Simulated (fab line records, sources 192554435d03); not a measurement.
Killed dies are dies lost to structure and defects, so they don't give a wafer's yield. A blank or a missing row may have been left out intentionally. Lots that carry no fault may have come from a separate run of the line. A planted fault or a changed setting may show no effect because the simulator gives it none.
fab line records    flow n5_finfet
record lots=6  wafers=18  last_day=16
route steps=1938 shown BEOL_M1@802 BEOL_M2@841 PASSIVATION@1936
lots untouched by any fault: they come from a run of this same line in which no faults occurred
start_h: the number of hours between the record's first day and the start of the first shown wafer of the lot    wait_h: time in hours since the lot's previous step    " unchanged from the row above    L1.1+2: several wafers, shown together as one row    - value missing, or start not given    * or withheld: withheld    < > ~ a bound
route shown NAME@n: NAME is a module with steps in the file, n the number in the route of the first one    usual: the fault-free wafers' mean and standard deviation    same: alike in all rows    chamber/n: place in a boat    sites: the reading at each site    _std_site: standard deviation across them    _edge_site: outer sites' mean less inner sites'    radius_mm: for every site, how far away it sits from the centre of the wafer    mask NAME#n: copy n    behind: the last tool/chamber to shape the wafer    hold: the reason the lot was held/the length of the hold in hours/how it ended    device: the n, p or np transistor that did not switch    end of line: at the end of the route, the tests of the same wafers    for a step that has no rows: nothing shown but its recipe    killed: dies lost to structure and defects at the first sort, not the wafer's yield    map: the dies of a wafer, with x for killed, . for not killed, _ for no die there
set.NAME: the setting the step ran with; set.NAME@STEP: the setting that earlier step ran with    model.NAME: the simulator's own value behind a step, which no gauge read
certain route steps with their lots: each step a table, each wafer a row
services: when a tool's chamber went out of use (start_h, in hours from the record's first day, below 0 if earlier), for how many hours, and the reason
## steps
# step N5_BEOL_M1_STRIP_97
# recipe chemistry=N2/H2  time_s=10  power_w=450  temp_c=40  pressure_mtorr=20  rf_frequency_hz=6e+07  bias_power_w=7  n2_flow_sccm=200  h2_flow_sccm=200
# step N5_BEOL_M1_OCD_MEAS_38
# usual trench_depth_nm=55.1/0.98
lot.wafer  tool    chamber  start_h  wait_h  trench_depth_nm
L144.1     ocd-01  -        131.75   -       55.1
L144.3     "       -        "        "       54.0
L144.6     "       -        "        "       54.4
L152.3     ocd-02  -        198.73   -       56.7
L152.5     "       -        "        "       56.0
L152.6     "       -        "        "       55.4
L155.1     ocd-01  -        207.51   -       55.1
L155.5     "       -        "        "       56.1
L155.6     "       -        "        "       54.6
L157.3     ocd-01  -        210.53   -       55.8
L157.4     "       -        "        "       54.7
L157.6     "       -        "        "       55.0
L158.2     ocd-02  -        217.90   -       55.7
L158.3     "       -        "        "       54.7
L158.4     "       -        "        "       55.7
L161.3     ocd-02  -        231.96   -       55.5
L161.4     "       -        "        "       56.1
L161.6     "       -        "        "       54.2
# step N5_BEOL_M1_HM_STRIP_39
# recipe chemistry=peroxide_tin_strip  material=TiN  target_depth_a=250  temp_c=50  time_s=158
# step N5_BEOL_M1_SRD_40
# recipe time_s=30  temp_c=23  rinse_liquid=diw  dry=ipa_marangoni
# step N5_BEOL_M1_PRECLEAN_42
# recipe chemistry=residue_remover  time_s=60  temp_c=40
# step N5_BEOL_M1_SRD_43
# recipe time_s=30  temp_c=23  rinse_liquid=diw  dry=ipa_marangoni
# step N5_BEOL_M1_CD_MEAS_35
# recipe target_cd_nm=18  target_cd_y_nm=21  polarity=opening
# usual cd_nm=18.2/0.37
lot.wafer  tool       chamber  start_h  wait_h  cd_nm
L144.1     cd_sem-02  -        131.91   0.0     17.9
L144.3     "          -        "        "       18.0
L144.6     "          -        "        "       18.0
L152.3     cd_sem-02  -        198.88   0.0     18.0
L152.5     "          -        "        "       18.0
L152.6     "          -        "        "       18.4
L155.1     cd_sem-03  -        207.67   0.0     18.0
L155.5     "          -        "        "       18.5
L155.6     "          -        "        "       18.0
L157.3     cd_sem-03  -        210.68   0.0     17.6
L157.4     "          -        "        "       17.6
L157.6     "          -        "        "       17.4
L158.2     cd_sem-02  -        218.05   0.0     17.8
L158.3     "          -        "        "       17.7
L158.4     "          -        "        "       17.7
L161.3     cd_sem-01  -        232.12   0.0     18.1
L161.4     "          -        "        "       17.6
L161.6     "          -        "        "       17.8
# step N5_BEOL_M1_DEGAS_44
# recipe ambient=vacuum  temp_c=250  time_s=60
# step N5_BEOL_M1_PRE_CLEAN_45
# recipe gas=H2/He  time_s=30  temp_c=250
# step N5_BEOL_M1_ALD_84
# recipe material=TaN  target_thk_a=*  temp_c=275  ald_precursor_family=PDMAT  ald_co_reactant=NH3  pressure_torr=3  carrier_flow_sccm=1500  pulse_time_s=2  purge_time_s=3  co_reactant_purge_time_s=2  co_reactant_pulse_time_s=3  ald_cycles=30  precursor_vessel_temp_c=75  precursor_vessel_pressure_torr=26.25  precursor_vessel_carrier_sccm=1000
# step N5_BEOL_M1_SURFACE_TREAT_85
# recipe gas=Ar  time_s=*  ion_energy_ev=*  ion_current_ma_cm2=0.5  pressure_mtorr=*  ar_flow_sccm=30
# step N5_BEOL_M1_CVD_47
# recipe material=Co  target_thk_a=30  temp_c=withheld  precursor=CCTBA/H2  pressure_torr=30  time_s=223.8
# step N5_BEOL_M1_SPUTTER_48
# recipe material=Cu  target_thk_a=45  temp_c=-20  chamber_pressure_pa=0.07  power_w=withheld  time_s=8.29
# usual throttle_valve_pct=30.2/1.3
lot.wafer  tool            chamber  start_h  wait_h  throttle_valve_pct
L144.1     pvd_sputter-02  -        132.89   0.2     27.6
L144.3     "               -        "        "       31.6
L144.6     "               -        "        "       31.2
L152.3     pvd_sputter-03  -        200.42   0.1     30.4
L152.5     "               -        "        "       32.5
L152.6     "               -        "        "       29.6
L155.1     pvd_sputter-03  -        208.89   0.1     30.2
L155.5     "               -        "        "       32.6
L155.6     "               -        "        "       29.7
L157.3     pvd_sputter-02  -        211.59   0.1     31.6
L157.4     "               -        "        "       30.9
L157.6     "               -        "        "       29.9
L158.2     pvd_sputter-02  -        219.36   0.1     31.4
L158.3     "               -        "        "       30.1
L158.4     "               -        "        "       28.0
L161.3     pvd_sputter-02  -        234.58   1.7     31.5
L161.4     "               -        "        "       29.9
L161.6     "               -        "        "       31.4
# step N5_BEOL_M1_ANNEAL_49
# recipe temp_c=400  time_s=240  ambient=vacuum
# usual heater_power_w=844/84
lot.wafer  tool            chamber  start_h  wait_h  heater_power_w
L144.1     pvd_sputter-02  -        132.97   0.0     832
L144.3     "               -        "        "       767
L144.6     "               -        "        "       754
L152.3     pvd_sputter-03  -        200.50   0.0     837
L152.5     "               -        "        "       996
L152.6     "               -        "        "       877
L155.1     pvd_sputter-03  -        208.97   0.0     826
L155.5     "               -        "        "       1021
L155.6     "               -        "        "       881
L157.3     pvd_sputter-02  -        211.67   0.0     763
L157.4     "               -        "        "       777
L157.6     "               -        "        "       897
L158.2     pvd_sputter-02  -        219.44   0.0     783
L158.3     "               -        "        "       908
L158.4     "               -        "        "       853
L161.3     pvd_sputter-02  -        234.66   0.0     772
L161.4     "               -        "        "       894
L161.6     "               -        "        "       777
# step N5_BEOL_M1_SPUTTER_79
# recipe material=Cu  target_thk_a=45  temp_c=-20  chamber_pressure_pa=0.07  power_w=withheld  time_s=8.29
# step N5_BEOL_M1_ANNEAL_80
# recipe temp_c=400  time_s=240  ambient=vacuum
# step N5_BEOL_M1_SPUTTER_81
# recipe material=Cu  target_thk_a=45  temp_c=-20  chamber_pressure_pa=0.07  power_w=withheld  time_s=8.29
# usual throttle_valve_pct=30.3/1.3
lot.wafer  tool            chamber  start_h  wait_h  throttle_valve_pct
L144.1     pvd_sputter-02  -        133.33   0.1     27.8
L144.3     "               -        "        "       31.5
L144.6     "               -        "        "       31.2
L152.3     pvd_sputter-03  -        200.86   0.1     30.4
L152.5     "               -        "        "       32.3
L152.6     "               -        "        "       29.8
L155.1     pvd_sputter-03  -        209.33   0.1     30.1
L155.5     "               -        "        "       32.4
L155.6     "               -        "        "       29.6
L157.3     pvd_sputter-02  -        212.03   0.1     31.3
L157.4     "               -        "        "       31.2
L157.6     "               -        "        "       29.9
L158.2     pvd_sputter-02  -        219.80   0.1     31.6
L158.3     "               -        "        "       30.1
L158.4     "               -        "        "       27.9
L161.3     pvd_sputter-02  -        235.02   0.1     31.6
L161.4     "               -        "        "       30.1
L161.6     "               -        "        "       31.4
# step N5_BEOL_M1_ANNEAL_82
# recipe temp_c=400  time_s=240  ambient=vacuum
# step N5_BEOL_M1_SPUTTER_86
# recipe material=Cu  target_thk_a=45  temp_c=-20  chamber_pressure_pa=0.07  power_w=withheld  time_s=8.29
# usual throttle_valve_pct=30.2/1.3
lot.wafer  tool            chamber  start_h  wait_h  throttle_valve_pct
L144.1     pvd_sputter-02  -        133.55   0.1     27.9
L144.3     "               -        "        "       31.3
L144.6     "               -        "        "       31.0
L152.3     pvd_sputter-03  -        201.08   0.1     30.1
L152.5     "               -        "        "       32.7
L152.6     "               -        "        "       29.9
L155.1     pvd_sputter-03  -        209.55   0.1     30.1
L155.5     "               -        "        "       32.6
L155.6     "               -        "        "       29.9
L157.3     pvd_sputter-02  -        212.25   0.1     31.6
L157.4     "               -        "        "       31.0
L157.6     "               -        "        "       29.8
L158.2     pvd_sputter-02  -        220.02   0.1     31.2
L158.3     "               -        "        "       29.9
L158.4     "               -        "        "       28.1
L161.3     pvd_sputter-02  -        235.24   0.1     31.3
L161.4     "               -        "        "       30.1
L161.6     "               -        "        "       31.3
# step N5_BEOL_M1_ANNEAL_87
# recipe temp_c=400  time_s=240  ambient=vacuum
# step N5_BEOL_M1_SPUTTER_88
# recipe material=Cu  target_thk_a=45  temp_c=-20  chamber_pressure_pa=0.07  power_w=withheld  time_s=8.29
# step N5_BEOL_M1_ANNEAL_89
# recipe temp_c=400  time_s=240  ambient=vacuum
# step N5_BEOL_M1_SPUTTER_90
# recipe material=Cu  target_thk_a=45  temp_c=-20  chamber_pressure_pa=0.07  power_w=withheld  time_s=8.29
# usual throttle_valve_pct=30.2/1.3
lot.wafer  tool            chamber  start_h  wait_h  throttle_valve_pct
L144.1     pvd_sputter-02  -        133.99   0.1     28.0
L144.3     "               -        "        "       31.5
L144.6     "               -        "        "       31.1
L152.3     pvd_sputter-03  -        201.52   0.1     30.4
L152.5     "               -        "        "       32.3
L152.6     "               -        "        "       29.7
L155.1     pvd_sputter-03  -        209.99   0.1     30.4
L155.5     "               -        "        "       32.4
L155.6     "               -        "        "       29.9
L157.3     pvd_sputter-02  -        212.69   0.1     31.5
L157.4     "               -        "        "       31.1
L157.6     "               -        "        "       29.9
L158.2     pvd_sputter-02  -        220.46   0.1     31.4
L158.3     "               -        "        "       29.8
L158.4     "               -        "        "       27.9
L161.3     pvd_sputter-02  -        235.68   0.1     31.5
L161.4     "               -        "        "       29.7
L161.6     "               -        "        "       31.7
# step N5_BEOL_M1_ANNEAL_91
# recipe temp_c=400  time_s=240  ambient=vacuum
# step N5_BEOL_M1_SPUTTER_92
# recipe material=Cu  target_thk_a=45  temp_c=-20  chamber_pressure_pa=0.07  power_w=withheld  time_s=8.29
# step N5_BEOL_M1_ANNEAL_93
# recipe temp_c=400  time_s=240  ambient=vacuum
# step N5_BEOL_M1_SPUTTER_94
# recipe material=Cu  target_thk_a=45  temp_c=-20  chamber_pressure_pa=0.07  power_w=withheld  time_s=8.29
# step N5_BEOL_M1_ANNEAL_95
# recipe temp_c=400  time_s=240  ambient=vacuum
# step N5_BEOL_M1_SPUTTER_96
# recipe material=Cu  target_thk_a=45  temp_c=-20  chamber_pressure_pa=0.07  power_w=withheld  time_s=8.29
# step N5_BEOL_M1_ECD_50
# recipe material=Cu  target_thk_a=3000
# step N5_BEOL_M1_ANNEAL_51
# recipe temp_c=225  time_s=90  ambient=N2
# step N5_BEOL_M1_CMP_52
# recipe stop_on=SiOC  t_overpolish_s=6.8  down_force_psi=1  platen_rpm=50  clearing_platen_down_force_psi=1.5  clearing_platen_rpm=50  post_cmp_clean=cu_alkaline  target_thk_nm=40  clearing_platen_pad_velocity_m_s=0.99484  pad_velocity_m_s=0.99484
# step N5_BEOL_M1_PRE_CLEAN_60
# recipe gas=NH3/H2  time_s=15  temp_c=*  rf_power_w=300
# step N5_BEOL_M1_CO_CAP_55
# recipe material=Co  target_thk_a=20  temp_c=200  precursor=CCTBA/H2  pressure_torr=30  time_s=102.1
# step N5_BEOL_M1_PRE_CLEAN_56
# recipe gas=NH3  time_s=15  temp_c=withheld  rf_power_w=300
# step N5_BEOL_M1_DEP_57
# recipe material=SiCN  target_thk_a=80  temp_c=withheld  precursor=3MS/NH3  pressure_torr=3  rf_w=202  time_s=14
# step N5_BEOL_M1_RS_MEAS_58
# recipe thk_meas_gauge=four-point-probe  reads=Co_of_BEOL_M1_CO_CAP_55+Cu_of_BEOL_M1_ECD_50+Co_of_BEOL_M1_CVD_47+TaN_of_BEOL_M1_ALD_84
# usual M1_RS=0.68/0.038
lot.wafer  tool           chamber  start_h  wait_h  M1_RS[ohm/sq]
L144.1     film_metro-02  -        135.88   0.0     0.66
L144.3     "              -        "        "       0.71
L144.6     "              -        "        "       0.64
L152.3     film_metro-02  -        203.23   0.1     0.69
L152.5     "              -        "        "       0.73
L152.6     "              -        "        "       0.70
L155.1     film_metro-02  -        211.79   0.0     0.68
L155.5     "              -        "        "       0.62
L155.6     "              -        "        "       0.65
L157.3     film_metro-02  -        214.40   0.1     0.72
L157.4     "              -        "        "       0.77
L157.6     "              -        "        "       0.72
L158.2     film_metro-01  -        222.17   0.1     0.66
L158.3     "              -        "        "       0.68
L158.4     "              -        "        "       0.65
L161.3     film_metro-01  -        237.45   0.1     0.70
L161.4     "              -        "        "       0.64
L161.6     "              -        "        "       0.65
# step N5_BEOL_M2_ILD_DEP_00
# recipe material=SiOC  target_thk_a=790  temp_c=350  precursor=DEMS/O2  pressure_torr=5  rf_w=500  time_s=15.3
# step N5_BEOL_M2_THK_MEAS_01
# recipe reads=SiOC_of_BEOL_M2_ILD_DEP_00
# usual M2_ILD_THK=78.8/1.1
lot.wafer  tool           chamber  start_h  wait_h  M2_ILD_THK[nm]
L144.1     film_metro-01  -        136.01   0.0     77.2
L144.3     "              -        "        "       77.1
L144.6     "              -        "        "       78.8
L152.3     film_metro-01  -        203.36   0.1     78.4
L152.5     "              -        "        "       78.0
L152.6     "              -        "        "       78.3
L155.1     film_metro-02  -        211.94   0.1     78.8
L155.5     "              -        "        "       80.7
L155.6     "              -        "        "       79.9
L157.3     film_metro-02  -        214.55   0.1     80.3
L157.4     "              -        "        "       78.6
L157.6     "              -        "        "       78.6
L158.2     film_metro-01  -        222.31   0.1     78.4
L158.3     "              -        "        "       79.1
L158.4     "              -        "        "       79.0
L161.3     film_metro-01  -        237.58   0.1     79.2
L161.4     "              -        "        "       79.9
L161.6     "              -        "        "       78.9
# step N5_BEOL_M2_PECVD_72
# recipe material=SiO2  target_thk_a=160  temp_c=400  precursor=TEOS/O2  pressure_torr=5.5  rf_w=450  teos_flow_sccm=53.8  gas=O2  flow_sccm=3000  time_s=18
# usual heater_power_outer_w=477/66  heater_power_w=777/92  showerhead_plenum_p_Torr=8.81/0.047  throttle_valve_pct=22.2/0.96
lot.wafer  tool      chamber  start_h  wait_h  heater_power_outer_w  heater_power_w  showerhead_plenum_p_Torr  throttle_valve_pct
L144.1     pecvd-02  0        136.05   0.0     490                   866             8.90                      21.9
L144.3     "         2        "        "       297                   554             8.81                      21.4
L144.6     "         2        "        "       291                   555             8.80                      21.6
L152.3     pecvd-01  0        203.41   0.1     468                   711             8.76                      22.5
L152.5     "         0        "        "       475                   701             8.76                      22.3
L152.6     "         1        "        "       479                   848             8.80                      23.1
L155.1     pecvd-02  0        211.98   0.0     469                   851             8.91                      21.9
L155.5     "         1        "        "       331                   604             8.79                      23.0
L155.6     "         2        "        "       327                   578             8.77                      21.8
L157.3     pecvd-04  1        214.58   0.0     519                   778             8.78                      23.6
L157.4     "         2        "        "       576                   866             8.86                      20.6
L157.6     "         0        "        "       514                   870             8.79                      21.4
L158.2     pecvd-04  2        222.35   0.0     480                   751             8.86                      21.0
L158.3     "         1        "        "       506                   758             8.73                      23.5
L158.4     "         1        "        "       497                   783             8.76                      23.5
L161.3     pecvd-01  2        237.61   0.0     508                   818             8.88                      20.7
L161.4     "         2        "        "       512                   856             8.88                      20.7
L161.6     "         0        "        "       439                   665             8.78                      22.7
# step N5_PASSIVATION_PROBE_49
# usual defect_limited_yield=91.4/1.4  killed_at_M0_to_M3=31/10  killed_at_M4_up=14/5.6  killed_at_contacts=13/6.3  killed_at_front_end=39/10  killed_at_other=4/3.1  killed_dies=101/16  killed_on_rim=13/3.9  killed_open=65/13  killed_short=34/7.2  sort_bin_5_function=5.1/0.88  sort_bin_6_memory=3.2/0.66  sort_n_pass=1079/16  sort_yield_pct=91.4/1.4
# same gross_dies=1180  killed_at_back_side=0  sort_bin_4_leakage[%]=0  sort_bin_8_speed[%]=0
lot.wafer  tool       chamber  start_h  wait_h  defect_limited_yield[%]  killed_at_M0_to_M3  killed_at_M4_up  killed_at_contacts  killed_at_front_end  killed_at_other  killed_dies  killed_on_rim  killed_open  killed_short  sort_bin_5_function[%]  sort_bin_6_memory[%]  sort_n_pass  sort_yield_pct[%]
L158.2     prober-01  -        362.17   0.1     83.5                     129                 26               13                  24                   3                195          11             54           26            10.9                    4.0                   985          83.5
L158.3     prober-01  -        362.22   0.1     82.0                     139                 17               9                   38                   9                212          11             54           40            12.5                    4.0                   968          82.0
L158.4     prober-01  -        362.27   0.2     86.7                     91                  21               19                  24                   2                157          25             57           29            8.9                     3.0                   1023         86.7
L161.3     prober-02  -        391.88   0.1     83.2                     134                 20               9                   32                   3                198          11             63           25            9.8                     4.2                   982          83.2
L161.4     prober-02  -        391.93   0.2     84.7                     139                 13               6                   22                   1                181          10             47           21            9.1                     4.1                   999          84.7
L161.6     prober-02  -        392.03   0.3     82.9                     139                 16               5                   37                   5                202          10             50           34            10.3                    4.7                   978          82.9
# killed by level:class
L158.2 BEOL_M1:unspecified=111 MOL_CONTACT_COAG:geometric_particle:open=11 FIN_SAQP:geometric_particle:open=8 BEOL_M4:geometric_particle:open=8 BEOL_M0_SAQP:geometric_particle:short=7 BEOL_M6:geometric_particle:open=6 STI_FIN_REVEAL:geometric_particle:open=4 BEOL_M3:geometric_particle:short=4
L158.3 BEOL_M1:unspecified=117 GATE_CUT:geometric_particle:short=9 MOL_CONTACT_COAG:geometric_particle:open=7 BEOL_M0_SAQP:geometric_particle:open=6 BEOL_M0_SAQP:geometric_particle:short=6 FIN_SAQP:geometric_particle:open=5 FIN_SAQP:geometric_particle:short=5 STI_FIN_REVEAL:geometric_particle:open=5
L158.4 BEOL_M1:unspecified=69 MOL_CONTACT_COAG:geometric_particle:open=12 BEOL_M0_SAQP:geometric_particle:open=9 BEOL_M4:geometric_particle:open=8 MOL_CONTACT_COAG:geometric_particle:short=7 FIN_SAQP:geometric_particle:open=6 BEOL_M4:geometric_particle:short=5 FIN_SAQP:geometric_particle:short=4
L161.3 BEOL_M1:unspecified=108 BEOL_M4:geometric_particle:open=13 FIN_SAQP:geometric_particle:short=10 MOL_CONTACT_COAG:geometric_particle:open=9 BEOL_M2:geometric_particle:open=8 FIN_SAQP:geometric_particle:open=7 STI_FIN_REVEAL:geometric_particle:open=7 BEOL_M3:geometric_particle:open=5
L161.4 BEOL_M1:unspecified=112 BEOL_M4:geometric_particle:open=7 FIN_SAQP:geometric_particle:short=6 BEOL_M0_SAQP:geometric_particle:open=6 BEOL_M3:geometric_particle:open=6 MOL_CONTACT_COAG:geometric_particle:open=5 BEOL_M0_SAQP:geometric_particle:short=4 BEOL_M0:geometric_particle:open=4
L161.6 BEOL_M1:unspecified=115 BEOL_M0_SAQP:geometric_particle:short=8 FIN_SAQP:geometric_particle:open=7 BEOL_M4:geometric_particle:open=7 FIN_SAQP:geometric_particle:short=5 MOL_CONTACT_COAG:geometric_particle:open=4 BEOL_M0_SAQP:geometric_particle:open=4 BEOL_M3:geometric_particle:open=4
# map L158.3 (x killed, . not)
_________________.........x.x________________
______________..x......xxx.x...._____________
___________............xx..x.x.x...__________
__________...........xxxx.xxxx......_________
________.....x...xxxxx.xxxxxxx..x....._______
_______............xxxxxxxxxxxx........______
______......x...x.xxxxxxxxxxxxx.x...x..._____
_____............xxxxxxxxxxxxxx.x.x.....x____
____............x..xxxxxxxxxxxxxx........x___
___...............xxxxxxxxxxxxxx...........__
___...............x..xxxxxxxxx.....xx..xx..__
__x........x.......x.x.xxxx................._
__.......x............xx..xx................_
_......................x...xx................
_.x....x...x.....x..x....x...................
_..........x.....xx.xx..x...x................
_..x...x......x.....x...x....................
_.......x..x......xx.....x..................x
_..........................x............x....
_......x..........x..........x...............
_....x...........x.x.....x...................
__.x......x....x...x.x.x.x.................._
__..xx....x..................x.............._
___......x.................x........x......__
___..x....x..x.............................__
____..........x..xx..........x............___
_____...........................xx.......____
______........................x.....x..._____
_______........xxxx............x.......______
________.............................._______
__________.x........x..............._________
___________...x.....x.x...x...x....__________
______________.....x............_____________
_________________........x...________________
# map L161.6 (x killed, . not)
_________________............________________
______________.x.....x.........._____________
___________...x......x...........x.__________
__________.................x...x...._________
________....................xx........_______
_______...xx...x....x..................______
______......x..............x............_____
_____.....x..............................____
____............x....x...............xx...___
___....x......x...................x........__
___.x..x................................x..__
__............................x..x...x....x._
__.............xxx..x..x..x................._
_................x..xx.x...x..xx......x.x...x
_.....x....x....xx..xxxx.x.xx................
_x.........x....xxxxxxx.xx..x.x....x.........
_.............x.xxxxxxxxxxxxx..x.....x....x..
_..........x.x..xx.xxxxxxxxxx.x..............
_.............x.xx.xxxxxxxxxxxx..............
_...............x.xxxxxxxxx....x.......x.....
_...x.....x...xxxxxxxxxxxxx..................
__.......x.....xx..xxxxxxx.x.x.......x......_
__.................xx.xxxx.x.....x.........x_
___.........x.....xxxxxx...x....x.....x....__
___.......x...........xx..............x....__
____...................x..........x.......___
_____....x....x........xx.....x..x.......____
______..........x.x...................x._____
_______....x...........................______
________x.x.............x.........x..._______
__________.........x....x.......xx.._________
___________........................__________
______________.....x............_____________
_________________............________________
## services
tool      chamber  start_h  hours  kind
pecvd-01  0        121.18   2.1    scheduled_down
pecvd-04  -        125.98   2.8    pm
pecvd-01  2        169.32   2.1    scheduled_down
pecvd-04  0        178.14   6.4    repair
pecvd-02  -        181.06   0.7    repair
pecvd-01  -        191.71   0.4    repair
pecvd-01  2        202.38   -      clean
pecvd-01  2        202.38   -      consumable_replace:showerhead
pecvd-01  2        202.38   29.0   scheduled_down
pecvd-01  2        202.38   29.0   vent_cycle
pecvd-02  2        213.72   5.5    scheduled_down
## key
first_sign step=N5_PASSIVATION_PROBE_49  reading=killed_at_M0_to_M3  direction=up  sigmas=9.4  usual=31  struck=128
effect step=N5_PASSIVATION_PROBE_49  reading=defect_limited_yield  direction=down  sigmas=5.5  usual=91.4  struck=83.8
more_kills_born_at N5_BEOL_M1_SPUTTER_48@pvd_sputter-02=632
met_at N5_BEOL_M1_SPUTTER_48
struck_wafers L158.2,L158.3,L158.4,L161.3,L161.4,L161.6
onset_between 211.59 219.36
also_fits time
fault kind=chamber_particle_source  tool=pvd_sputter-02  chamber=-  onset_h=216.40  steps=N5_BEOL_M1_SPUTTER_48  rate_per_visit_cm2=0.67915  end_h=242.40
